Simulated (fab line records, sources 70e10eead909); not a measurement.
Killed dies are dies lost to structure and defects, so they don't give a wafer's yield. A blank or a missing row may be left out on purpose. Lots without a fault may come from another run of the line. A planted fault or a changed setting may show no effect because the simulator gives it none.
Chamber matching | flow nand_harc | NHARC_A_SLIT_DEP_25 on pecvd-01: 3 sister chambers
The step deposits SiO2, target thk 200 nm. 3 wafers are shown with their chamber, then 7 later ones without.

WAFERS WITH THEIR CHAMBER
wafer  | chamber | showerhead_vpp_V (V)
L207.6 | 2       | 1910
L212.6 | 1       | 1915
L223.5 | 0       | 1759

WAFERS WITHOUT THEIR CHAMBER
wafer  | showerhead_vpp_V (V)
L223.6 | 1880
L225.1 | 1880
L225.4 | 1885
L225.5 | 1897
L226.3 | 1868
L226.4 | 1751
L226.6 | 1864

WHICH CHAMBER EACH WENT THROUGH
wafer  | from the rows above          | in truth
L223.6 | can't be placed: 2 or 1      | 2
L225.1 | can't be placed: 2 or 1      | 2
L225.4 | can't be placed: 2 or 1      | 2
L225.5 | can't be placed: 2 or 1      | 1
L226.3 | can't be placed: 2 or 1      | 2
L226.4 | 0                            | 0
L226.6 | can't be placed: 2 or 1 or 0 | 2
Placed correctly: 1 of 7. Can't be placed from these rows: 6 (the true chamber is among the candidates in 6). Placed wrongly: 0.
How it was worked out, from the rows above alone: a wafer's distance from a chamber is the root of the sum, over the readings, of the square of ((its reading less the chamber's mean) divided by the reading's scatter). The wafer belongs to the nearest chamber; if the next one is less than 2 further off, it can't be placed. A chamber's mean is the mean of its shown wafers. The scatter: with one shown wafer a chamber, the root of the mean of the squares of how far each hidden wafer lies from its nearest shown one.
